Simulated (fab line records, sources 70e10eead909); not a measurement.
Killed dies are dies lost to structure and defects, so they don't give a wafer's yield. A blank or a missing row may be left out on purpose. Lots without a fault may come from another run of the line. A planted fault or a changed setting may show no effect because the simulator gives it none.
Chamber matching | flow nand_harc | NHARC_A_STAIRCASE_ETCH_292 on rie_diel-12: 4 sister chambers
The step etches the open film in CF4/CHF3. 4 wafers are shown with their chamber, then 9 later ones without.

WAFERS WITH THEIR CHAMBER
wafer  | chamber | showerhead_plenum_p_Torr (Torr)
L686.5 | 2       | 1.59
L693.2 | 3       | 1.63
L693.3 | 0       | 1.68
L693.6 | 1       | 1.67

WAFERS WITHOUT THEIR CHAMBER
wafer  | showerhead_plenum_p_Torr (Torr)
L696.1 | 1.68
L696.2 | 1.67
L696.4 | 1.58
L695.2 | 1.63
L695.3 | 1.67
L695.6 | 1.63
L694.1 | 1.63
L694.2 | 1.68
L694.5 | 1.63

WHICH CHAMBER EACH WENT THROUGH
wafer  | from the rows above | in truth
L696.1 | 0                   | 0
L696.2 | 1                   | 1
L696.4 | 2                   | 2
L695.2 | 3                   | 3
L695.3 | 1                   | 1
L695.6 | 3                   | 3
L694.1 | 3                   | 3
L694.2 | 0                   | 0
L694.5 | 3                   | 3
Placed correctly: 9 of 9. Can't be placed from these rows: 0. Placed wrongly: 0.
How it was worked out, from the rows above alone: a wafer's distance from a chamber is the root of the sum, over the readings, of the square of ((its reading less the chamber's mean) divided by the reading's scatter). The wafer belongs to the nearest chamber; if the next one is less than 2 further off, it can't be placed. A chamber's mean is the mean of its shown wafers. The scatter: with one shown wafer a chamber, the root of the mean of the squares of how far each hidden wafer lies from its nearest shown one.
